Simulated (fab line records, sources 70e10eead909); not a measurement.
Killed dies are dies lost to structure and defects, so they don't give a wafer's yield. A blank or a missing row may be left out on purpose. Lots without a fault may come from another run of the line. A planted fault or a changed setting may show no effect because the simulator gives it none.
fab line records | flow nand_harc
record lots=24 wafers=72 last_day=34
route steps=1302 shown A_M0@1166 A_M1@1183
lots that met no fault: from a run of the same line without faults
start_h: hours from the record's first day to the start of the lot's first wafer shown | wait_h: hours since the lot's step before | " the same as in the row above | L1.1+2: a row that stands for several wafers | - no value, or no start given | * or withheld: withheld | < > ~ a bound
route shown NAME@n: a module of which the file shows steps, and the number in the route of the first | usual: mean/standard deviation of fault-free wafers | same: alike in all rows | chamber/n: place in a boat | sites: the reading at each site | _std_site: their standard deviation | _edge_site: outer sites' mean less inner sites' | radius_mm: how far each site lies from the wafer's centre | mask NAME#n: copy n | behind: the tool/chamber that last shaped the wafer | hold: why the lot was held/for how many hours/how that ended | device: the transistor (n, p or np) that didn't switch | end of line: the same wafers' tests at the end of the route | a step without rows: its recipe alone | killed: dies lost to structure and defects at the first sort, not the wafer's yield | map: a wafer's dies, x killed, . not, _ none there
set.NAME: the setting as run; set.NAME@STEP: as run at that earlier step | model.NAME: the simulator's own value behind a step, which no gauge read
steps of the route over a sample of lots; a table a step, a row a wafer
services: from which hour (start_h, from the record's first day; less than 0 if before it) a tool's chamber was out of use, for how many hours, and why
## steps
# step NHARC_A_M0_INSPECT_27
# usual raw_defect_count=548/130
# columns lot.wafer tool chamber start_h wait_h raw_defect_count
L074.3 defect_inspect-02 - 520.59 0.0 493
L074.5 " - " " 433
L074.6 " - " " 451
L076.1 defect_inspect-01 - 534.83 0.0 492
L076.3 " - " " 495
L076.4 " - " " 505
L075.2 defect_inspect-01 - 536.36 0.0 727
L075.4 " - " " 624
L075.5 " - " " 727
L077.1 defect_inspect-01 - 554.48 0.0 695
L077.4 " - " " 717
L077.5 " - " " 716
L080.2 defect_inspect-02 - 567.62 0.0 543
L080.3 " - " " 791
L080.4 " - " " 578
L079.1 defect_inspect-02 - 570.80 0.0 706
L079.3 " - " " 873
L079.4 " - " " 472
L078.2 defect_inspect-01 - 571.39 0.0 362
L078.3 " - " " 659
L078.4 " - " " 488
L081.3 defect_inspect-01 - 604.33 0.0 620
L081.5 " - " " 562
L081.6 " - " " 695
L082.1 defect_inspect-01 - 604.64 0.0 488
L082.4 " - " " 459
L082.6 " - " " 527
L083.3 defect_inspect-01 - 625.24 0.0 353
L083.4 " - " " 494
L083.6 " - " " 417
L084.1 defect_inspect-01 - 634.86 0.0 577
L084.2 " - " " 757
L084.6 " - " " 583
L085.1 defect_inspect-01 - 648.09 0.0 551
L085.4 " - " " 558
L085.5 " - " " 478
L087.1 defect_inspect-01 - 651.57 0.0 427
L087.5 " - " " 471
L087.6 " - " " 387
L086.1 defect_inspect-01 - 659.12 0.0 835
L086.3 " - " " 689
L086.4 " - " " 517
L089.1 defect_inspect-01 - 667.01 0.0 446
L089.3 " - " " 779
L089.6 " - " " 472
L088.1 defect_inspect-01 - 667.79 0.0 563
L088.5 " - " " 465
L088.6 " - " " 428
L090.2 defect_inspect-02 - 684.51 0.0 479
L090.5 " - " " 448
L090.6 " - " " 392
L092.2 defect_inspect-02 - 700.34 0.0 567
L092.3 " - " " 666
L092.5 " - " " 451
L091.2 defect_inspect-01 - 702.28 0.0 385
L091.3 " - " " 403
L091.5 " - " " 386
L093.2 defect_inspect-02 - 720.75 0.0 590
L093.4 " - " " 548
L093.5 " - " " 292
L094.2 defect_inspect-02 - 721.98 0.0 508
L094.3 " - " " 505
L094.5 " - " " 486
L096.1 defect_inspect-01 - 733.51 0.0 630
L096.3 " - " " 494
L096.4 " - " " 796
L095.3 defect_inspect-02 - 733.73 0.0 792
L095.4 " - " " 494
L095.6 " - " " 646
L097.1 defect_inspect-01 - 784.75 0.0 494
L097.4 " - " " 794
L097.5 " - " " 583
# step NHARC_A_M1_ETCH_35
# recipe target_depth_a=400 overetch_a=120 time_s=43.94 ion_energy_ev=200 n2_flow_sccm=150 h2_flow_sccm=150 ar_flow_sccm=0 rf_w=400 bias_w=150 chemistry=N2/H2
# usual drypump_motor_current_A=5.6/0.47 oes_product_au=0.997/0.011 rf_vpp_V=431.2/2 showerhead_plenum_p_Torr=2.06/0.069 throttle_valve_pct=14.171/0.0081
# columns lot.wafer tool chamber start_h wait_h drypump_motor_current_A oes_product_au rf_hours_counter_h rf_vpp_V showerhead_plenum_p_Torr throttle_valve_pct
L074.3 rie_diel-05 2 522.25 0.1 6.0 1.002 7.2 433.1 2.13 14.162
L074.6 " 2 " " 6.0 1.002 - 432.4 2.13 14.171
L074.5 " 3 " " 6.6 1.017 - 427.9 1.96 14.162
L076.1 rie_diel-05 3 536.35 0.1 6.6 1.012 8.6 428.1 1.96 14.191
L076.4 " 0 " " 6.3 1.005 9.2 428.4 1.99 14.178
L076.3 " 1 " " 5.7 1.001 9.4 432.8 2.07 14.175
L075.2 rie_diel-06 2 538.03 0.1 5.4 0.995 1.2 429.4 1.98 14.179
L075.4 " 0 " " 5.3 1.008 1.9 431.3 2.04 14.175
L075.5 " 2 " " 5.4 0.990 - 429.1 1.98 14.178
L077.4 rie_diel-06 0 556.12 0.1 5.3 1.010 3.5 432.5 2.04 14.169
L077.1 " 1 " " 5.0 0.985 3.2 432.6 2.12 14.179
L077.5 " 3 " " 5.5 0.984 - 432.0 2.14 14.175
L080.3 rie_diel-04 2 569.16 0.1 5.5 0.982 0.8 430.6 2.09 14.175
L080.2 " 3 " " 5.5 0.987 0.7 429.2 2.03 14.174
L080.4 " 1 " " 5.3 0.996 0.6 435.7 2.18 14.185
L079.3 rie_diel-06 2 572.46 0.1 5.4 0.993 2.9 428.8 1.98 14.168
L079.1 " 3 " " 5.5 0.985 3.6 433.6 2.14 14.163
L079.4 " 0 " " 5.3 1.017 3.9 431.3 2.04 14.187
L078.3 rie_diel-06 3 573.05 0.1 5.5 0.983 3.7 433.7 2.14 14.149
L078.2 " 0 " " 5.2 1.009 3.9 430.8 2.04 14.171
L078.4 " 2 " " 5.4 0.994 3.0 428.7 1.98 14.168
L081.3 rie_diel-05 3 605.99 0.1 6.6 1.000 0.9 428.4 1.96 14.172
L081.6 " 3 " " 6.6 0.996 - 429.3 1.96 14.177
L081.5 " 2 " " 6.0 1.012 - 433.1 2.13 14.171
L082.4 rie_diel-04 3 606.31 0.1 5.5 1.002 1.6 430.3 2.03 14.178
L082.1 " 2 " " 5.6 0.980 1.7 432.9 2.09 14.164
L082.6 " 3 " " 5.5 1.003 - 430.2 2.03 14.174
L083.3 rie_diel-06 2 627.44 0.1 5.4 1.002 5.7 430.2 1.98 14.180
L083.4 " 3 " " 5.5 0.997 6.5 432.7 2.14 14.168
L083.6 " 2 " " 5.4 0.992 - 429.4 1.98 14.167
L084.2 rie_diel-05 2 636.82 0.1 6.0 1.007 2.2 432.8 2.13 14.169
L084.1 " 3 " " 6.7 0.984 2.2 427.1 1.96 14.161
L084.6 " 1 " " 5.7 0.990 - 430.9 2.07 14.184
L085.1 rie_diel-06 2 649.77 0.1 5.4 1.002 6.5 428.4 1.98 14.160
L085.4 " 3 " " 5.5 0.980 7.3 434.4 2.14 14.173
L085.5 " 2 " " 5.4 1.000 - 429.7 1.98 14.157
L087.1 rie_diel-04 3 653.10 0.1 5.6 1.001 2.4 431.1 2.03 14.169
L087.5 " 3 " " 5.6 0.986 - 430.4 2.03 14.163
L087.6 " 0 " " 4.9 0.985 - 430.5 2.06 14.167
L086.1 rie_diel-04 3 660.80 0.1 5.5 1.001 2.5 430.7 2.03 14.175
L086.4 " 0 " " 4.8 0.980 2.2 432.1 2.06 14.174
L086.3 " 1 " " 5.3 1.015 2.4 433.5 2.18 14.160
L089.3 rie_diel-05 0 668.68 0.1 6.3 1.005 4.7 429.7 1.99 14.168
L089.1 " 2 " " 6.0 1.011 5.6 433.1 2.12 14.182
L089.6 " 0 " " 6.3 1.000 - 429.0 1.99 14.173
L088.1 rie_diel-05 0 669.47 0.1 6.3 1.003 4.8 430.3 1.99 14.166
L088.6 " 3 " " 6.7 0.979 - 428.3 1.96 14.186
L088.5 " 0 " " 6.3 1.000 - 429.8 1.99 14.180
L090.2 rie_diel-06 3 686.19 0.1 5.5 1.000 0.4 433.4 2.14 14.163
L090.5 " 2 " " 5.3 1.001 - 428.6 1.98 14.158
L090.6 " 3 " " 5.5 0.987 - 432.6 2.14 14.170
L092.3 rie_diel-06 2 701.97 0.1 5.4 0.994 0.7 427.4 1.98 14.172
L092.2 " 3 " " 5.5 0.979 0.8 433.5 2.14 14.175
L092.5 " 3 " " 5.5 0.989 - 432.3 2.14 14.157
L091.2 rie_diel-04 0 703.85 0.1 4.9 0.979 3.6 431.6 2.06 14.178
L091.3 " 3 " " 5.5 0.990 3.9 431.7 2.03 14.184
L091.5 " 0 " " 4.9 0.983 - 432.0 2.06 14.177
L093.4 rie_diel-06 1 722.29 0.1 5.1 0.987 2.7 432.7 2.12 14.158
L093.2 " 3 " " 5.5 0.984 0.9 434.6 2.14 14.163
L093.5 " 1 " " 5.1 1.001 - 434.5 2.12 14.177
L094.2 rie_diel-06 1 723.65 0.1 5.0 0.991 2.8 434.6 2.12 14.174
L094.3 " 2 " " 5.3 0.993 3.0 429.5 1.98 14.169
L094.5 " 1 " " 5.1 0.994 - 432.3 2.12 14.178
L096.4 rie_diel-05 1 735.19 0.0 5.7 0.986 10.9 432.2 2.06 14.163
L096.1 " 2 " " 6.0 1.005 8.1 431.1 2.12 14.168
L096.3 " 3 " " 6.7 0.992 9.5 428.8 1.95 14.167
L095.3 rie_diel-04 2 735.39 0.1 5.6 1.001 0.6 431.0 2.09 14.171
L095.4 " 3 " " 5.5 0.995 0.7 430.0 2.03 14.176
L095.6 " 1 " " 5.3 1.019 - 433.9 2.18 14.167
L097.1 rie_diel-04 2 786.36 0.1 5.5 1.002 1.3 432.4 2.09 14.160
L097.4 " 1 " " 5.3 1.006 - 433.0 2.18 14.170
L097.5 " 2 " " 5.6 1.001 - 432.9 2.09 14.181
# step NHARC_A_M1_CD_MEAS_16
# usual cd_nm=119.8/1
# columns lot.wafer tool chamber start_h wait_h cd_nm
L074.3 cd_sem-03 - 522.48 - 120.0
L074.5 " - " " 121.4
L074.6 " - " " 119.8
L076.1 cd_sem-01 - 536.57 - 120.8
L076.3 " - " " 120.2
L076.4 " - " " 121.8
L075.2 cd_sem-01 - 538.25 - 119.4
L075.4 " - " " 120.1
L075.5 " - " " 119.9
L077.1 cd_sem-02 - 556.33 - 118.8
L077.4 " - " " 119.0
L077.5 " - " " 118.7
L080.2 cd_sem-03 - 569.38 - 120.2
L080.3 " - " " 119.5
L080.4 " - " " 121.8
L079.1 cd_sem-03 - 572.68 - 120.5
L079.3 " - " " 121.4
L079.4 " - " " 119.4
L078.2 cd_sem-02 - 573.27 - 119.2
L078.3 " - " " 118.4
L078.4 " - " " 118.4
L081.3 cd_sem-01 - 606.24 - 118.9
L081.5 " - " " 119.0
L081.6 " - " " 118.9
L082.1 cd_sem-01 - 606.53 - 118.4
L082.4 " - " " 121.7
L082.6 " - " " 120.5
L083.3 cd_sem-03 - 627.67 - 120.0
L083.4 " - " " 120.5
L083.6 " - " " 120.1
L084.1 cd_sem-03 - 637.04 - 120.2
L084.2 " - " " 118.7
L084.6 " - " " 119.4
L085.1 cd_sem-01 - 650.00 - 120.1
L085.4 " - " " 118.0
L085.5 " - " " 119.3
L087.1 cd_sem-01 - 653.32 - 120.3
L087.5 " - " " 121.0
L087.6 " - " " 120.1
L086.1 cd_sem-03 - 661.02 - 119.6
L086.3 " - " " 119.5
L086.4 " - " " 120.5
L089.1 cd_sem-03 - 668.89 - 119.6
L089.3 " - " " 119.3
L089.6 " - " " 118.3
L088.1 cd_sem-03 - 669.68 - 121.0
L088.5 " - " " 119.9
L088.6 " - " " 120.4
L090.2 cd_sem-02 - 686.40 - 120.6
L090.5 " - " " 119.9
L090.6 " - " " 119.9
L092.2 cd_sem-03 - 702.20 - 119.0
L092.3 " - " " 120.0
L092.5 " - " " 118.3
L091.2 cd_sem-02 - 704.10 - 119.8
L091.3 " - " " 122.1
L091.5 " - " " 121.5
L093.2 cd_sem-02 - 722.51 - 119.6
L093.4 " - " " 121.7
L093.5 " - " " 120.7
L094.2 cd_sem-01 - 723.87 - 119.0
L094.3 " - " " 119.3
L094.5 " - " " 118.5
L096.1 cd_sem-01 - 735.41 - 119.5
L096.3 " - " " 118.6
L096.4 " - " " 119.3
L095.3 cd_sem-02 - 735.61 - 119.4
L095.4 " - " " 122.0
L095.6 " - " " 119.7
L097.1 cd_sem-01 - 786.65 0.2 117.9
L097.4 " - " " 119.1
L097.5 " - " " 118.4
# step NHARC_A_M1_PVD_21
# recipe target_thk_a=300 chamber_pressure_pa=5 power_w=5000 substrate_temp_c=30 time_s=20.49 material=Cu
# usual substrate_temp_c=29.99/0.11 throttle_valve_pct=30.0/0.86
# columns lot.wafer tool chamber start_h wait_h substrate_temp_c throttle_valve_pct
L074.3 pvd_sputter-01 - - - 29.98 30.6
L074.5 " - " " 30.13 29.3
L074.6 " - " " 29.90 30.6
L076.3 pvd_sputter-01 - - - 30.07 29.5
L076.1 " - " " 29.97 29.6
L076.4 " - " " 30.01 29.0
L075.2 pvd_sputter-02 - - - 30.04 29.5
L075.4 " - " " 29.91 32.0
L075.5 " - " " 30.01 32.3
L077.4 pvd_sputter-01 - - - 30.10 29.7
L077.1 " - " " 29.77 30.7
L077.5 " - " " 30.23 30.1
L080.2 pvd_sputter-01 - - - 29.88 29.1
L080.3 " - " " 30.13 29.2
L080.4 " - " " 29.93 30.5
L079.3 pvd_sputter-02 - - - 29.91 29.3
L079.1 " - " " 30.14 29.5
L079.4 " - " " 29.99 32.4
L078.2 pvd_sputter-03 - - - 30.13 30.2
L078.3 " - " " 30.02 29.6
L078.4 " - " " 30.03 31.5
L081.3 pvd_sputter-03 - - - 29.80 29.9
L081.5 " - " " 29.96 29.7
L081.6 " - " " 30.15 31.6
L082.4 pvd_sputter-02 - - - 30.00 32.1
L082.1 " - " " 30.06 29.3
L082.6 " - " " 29.96 29.4
L083.3 pvd_sputter-01 - - - 30.11 29.5
L083.4 " - " " 29.98 28.7
L083.6 " - " " 29.97 30.0
L084.2 pvd_sputter-01 - - - 29.93 29.8
L084.1 " - " " 30.09 29.8
L084.6 " - " " 29.92 30.1
L085.4 pvd_sputter-02 - - - 29.98 31.5
L085.1 " - " " 30.22 29.7
L085.5 " - " " 29.87 31.7
L087.1 pvd_sputter-01 - - - 30.01 29.8
L087.6 " - " " 29.98 29.8
L087.5 " - " " 30.00 28.5
L086.4 pvd_sputter-03 - - - 30.15 29.7
L086.3 " - " " 30.03 31.5
L086.1 " - " " 29.96 29.7
L089.3 pvd_sputter-03 - - - 29.99 29.9
L089.1 " - " " 29.97 31.4
L089.6 " - " " 30.20 30.0
L088.1 pvd_sputter-01 - - - 30.04 29.6
L088.5 " - " " 29.91 29.7
L088.6 " - " " 29.85 30.2
L090.2 pvd_sputter-02 - - - 29.74 31.4
L090.5 " - " " 29.72 30.6
L090.6 " - " " 29.99 31.5
L092.3 pvd_sputter-01 - - - 29.99 30.2
L092.2 " - " " 29.78 28.7
L092.5 " - " " 29.97 30.1
L091.2 pvd_sputter-01 - - - 30.11 30.1
L091.3 " - " " 29.95 29.8
L091.5 " - " " 30.15 29.9
L093.2 pvd_sputter-02 - - - 30.08 30.4
L093.4 " - " " 30.07 29.6
L093.5 " - " " 30.26 30.6
L094.2 pvd_sputter-01 - - - 29.94 28.6
L094.3 " - " " 30.01 29.9
L094.5 " - " " 30.13 28.7
L096.4 pvd_sputter-02 - - - 29.84 31.7
L096.1 " - " " 29.98 29.8
L096.3 " - " " 30.19 29.4
L095.3 pvd_sputter-03 - - - 29.86 31.9
L095.4 " - " " 29.98 30.7
L095.6 " - " " 30.05 29.6
L097.4 pvd_sputter-02 - - - 29.80 29.4
L097.1 " - " " 30.01 29.5
L097.5 " - " " 29.87 29.5
# step NHARC_A_M1_CMP_23
# recipe t_overpolish_s=20 target_thk_nm=154.34
# usual motor_current_A=12.4/1 time_to_endpoint_s=29/3.5
# columns lot.wafer tool chamber start_h wait_h motor_current_A time_to_endpoint_s
L074.3 cmp-01 2 524.36 - 12.3 32
L074.6 " 3 " " 13.0 33
L074.5 " 0 " " 13.8 27
L076.4 cmp-01 3 538.37 - 13.2 34
L076.3 " 0 " " 13.0 30
L076.1 " 2 " " 12.6 33
L075.4 cmp-04 3 540.04 - 11.3 32
L075.2 " 1 " " 12.7 32
L075.5 " 3 " " 11.9 31
L077.4 cmp-01 2 558.13 - 13.1 32
L077.1 " 0 " " 12.5 28
L077.5 " 3 " " 12.7 33
L080.3 cmp-04 3 571.18 - 11.5 31
L080.4 " 0 " " 11.1 28
L080.2 " 2 " " 12.6 30
L079.4 cmp-01 0 574.50 - 12.9 28
L079.3 " 1 " " 12.0 27
L079.1 " 2 " " 12.9 29
L078.3 cmp-03 2 575.07 - 10.9 29
L078.4 " 0 " " 14.2 23
L078.2 " 1 " " 10.6 31
L081.3 cmp-04 1 608.09 - 14.3 27
L081.5 " 3 " " 11.6 30
L081.6 " 0 " " 11.8 23
L082.4 cmp-04 0 608.47 - 11.8 26
L082.1 " 1 " " 13.8 31
L082.6 " 2 " " 13.0 26
L083.3 cmp-03 2 629.47 - 10.5 30
L083.4 " 3 " " 13.3 25
L083.6 " 2 " " 10.9 32
L084.2 cmp-04 0 638.87 - 11.9 26
L084.1 " 1 " " 13.6 30
L084.6 " 0 " " 11.1 28
L085.4 cmp-03 0 651.86 - 14.5 30
L085.1 " 2 " " 11.7 33
L085.5 " 0 " " 14.3 31
L087.1 cmp-01 3 655.20 - 13.1 28
L087.6 " 0 " " 13.5 25
L087.5 " 1 " " 11.7 27
L086.3 cmp-01 3 662.83 - 13.5 30
L086.4 " 1 " " 12.6 31
L086.1 " 2 " " 13.0 31
L089.1 cmp-04 1 670.72 - 13.9 27
L089.3 " 0 " " 11.3 24
L089.6 " 1 " " 13.9 28
L088.1 cmp-03 2 671.55 - 11.0 29
L088.5 " 1 " " 11.6 32
L088.6 " 2 " " 10.8 30
L090.2 cmp-04 3 688.21 - 11.3 28
L090.5 " 3 " " 11.3 29
L090.6 " 0 " " 11.4 23
L092.2 cmp-04 3 704.08 - 12.0 30
L092.3 " 0 " " 11.3 24
L092.5 " 2 " " 11.9 28
L091.2 cmp-04 0 705.95 - 10.9 23
L091.3 " 1 " " 14.5 26
L091.5 " 3 " " 11.4 29
L093.2 cmp-04 1 724.39 - 13.6 28
L093.4 " 2 " " 12.9 24
L093.5 " 0 " " 11.7 25
L094.2 cmp-04 0 725.76 - 11.6 25
L094.3 " 1 " " 13.6 29
L094.5 " 3 " " 11.4 28
L096.4 cmp-03 3 737.23 - 13.9 25
L096.1 " 0 " " 13.7 28
L096.3 " 1 " " 11.6 32
L095.3 cmp-03 3 737.52 - 12.9 31
L095.4 " 1 " " 11.5 37
L095.6 " 3 " " 13.0 29
L097.4 cmp-01 1 788.44 - 12.1 35
L097.1 " 2 " " 12.6 33
L097.5 " 1 " " 11.8 33
# step NHARC_A_M1_PRE_CLEAN_32
# recipe time_s=12 temp_c=370 rf_power_w=300 gas=NH3
# usual heater_power_outer_w=388/57 heater_power_w=669/82
# columns lot.wafer tool chamber start_h wait_h heater_power_outer_w heater_power_w
L074.3 pecvd-04 0 524.84 0.1 399 685
L074.6 " 1 " " 484 765
L074.5 " 0 " " 389 683
L076.1 pecvd-04 2 538.90 0.1 367 687
L076.3 " 1 " " 494 790
L076.4 " 0 " " 354 643
L075.2 pecvd-02 2 540.60 0.1 430 663
L075.5 " 1 " " 342 613
L075.4 " 0 " " 465 824
L077.1 pecvd-01 2 558.67 0.1 326 609
L077.4 " 2 " " 333 602
L077.5 " 1 " " 280 524
L080.2 pecvd-02 2 571.72 0.1 380 612
L080.3 " 1 " " 309 566
L080.4 " 2 " " 375 606
L079.3 pecvd-01 1 575.01 0.1 351 584
L079.1 " 0 " " 473 773
L079.4 " 1 " " 350 600
L078.2 pecvd-02 0 575.61 0.1 416 726
L078.3 " 1 " " 314 578
L078.4 " 0 " " 400 722
L081.3 pecvd-02 1 608.57 0.1 347 613
L081.6 " 2 " " 397 609
L081.5 " 0 " " 424 758
L082.1 pecvd-01 2 608.96 0.1 281 527
L082.4 " 2 " " 275 541
L082.6 " 0 " " 497 778
L083.3 pecvd-04 0 630.05 0.1 402 717
L083.4 " 2 " " 350 637
L083.6 " 0 " " 402 728
L084.1 pecvd-02 1 639.38 0.1 383 684
L084.2 " 2 " " 409 604
L084.6 " 0 " " 362 660
L085.1 pecvd-04 0 652.41 0.1 360 636
L085.4 " 2 " " 398 730
L085.5 " 1 " " 484 758
L087.1 pecvd-02 1 655.68 0.1 379 670
L087.6 " 2 " " 338 531
L087.5 " 1 " " 379 673
L086.1 pecvd-01 0 663.37 0.1 488 774
L086.3 " 1 " " 312 553
L086.4 " 0 " " 486 792
L089.3 pecvd-02 1 671.29 0.1 336 611
L089.1 " 2 " " 355 566
L089.6 " 0 " " 357 664
L088.1 pecvd-04 1 672.07 0.1 452 724
L088.6 " 1 " " 465 734
L088.5 " 2 " " 398 725
L090.2 pecvd-04 2 688.75 0.1 393 710
L090.5 " 0 " " 391 699
L090.6 " 1 " " 455 716
L092.3 pecvd-02 1 704.61 0.1 381 675
L092.2 " 2 " " 364 565
L092.5 " 1 " " 392 698
L091.3 pecvd-04 0 706.46 0.1 400 687
L091.2 " 1 " " 465 743
L091.5 " 2 " " 384 693
L093.2 pecvd-02 2 724.90 0.1 367 574
L093.4 " 2 " " 376 578
L093.5 " 0 " " 430 747
L094.3 pecvd-04 0 726.28 0.1 341 604
L094.2 " 1 " " 431 695
L094.5 " 1 " " 429 699
L096.1 pecvd-02 1 737.76 0.1 389 674
L096.3 " 2 " " 341 535
L096.4 " 1 " " 383 682
L095.3 pecvd-01 1 738.05 0.1 333 584
L095.6 " 1 " " 331 589
L095.4 " 2 " " 336 593
L097.1 pecvd-04 2 788.98 0.1 393 707
L097.5 " 2 " " 385 703
L097.4 " 0 " " 371 651
## services
# columns tool chamber start_h hours kind
rie_diel-06 2 501.97 6.2 repair
cmp-04 - 503.00 4.0 pm
pvd_sputter-01 - 504.72 1.1 repair
cmp-04 - 516.89 0.8 repair
cmp-04 - 520.93 6.7 repair
cmp-04 - 547.12 2.1 repair
pvd_sputter-01 - 563.59 2.2 repair
pvd_sputter-01 - 571.11 7.1 repair
rie_diel-06 - 573.84 1.3 repair
pecvd-02 - 591.66 13.0 pm
pvd_sputter-01 - 596.88 1.0 repair
rie_diel-06 1 597.23 7.1 repair
cmp-04 - 601.00 4.0 pm
rie_diel-06 - 661.25 9.0 pm
cmp-04 - 669.86 0.5 repair
rie_diel-06 1 674.62 6.2 repair
cmp-04 - 699.00 4.0 pm
rie_diel-06 3 702.62 10.4 repair
pvd_sputter-01 - 709.21 2.4 repair
cmp-04 - 731.84 0.8 repair
pvd_sputter-01 - 736.16 2.0 repair
pecvd-02 - 748.07 1.1 repair
rie_diel-06 0 765.13 3.0 repair
cmp-04 - 785.60 1.8 repair
## key
fault none
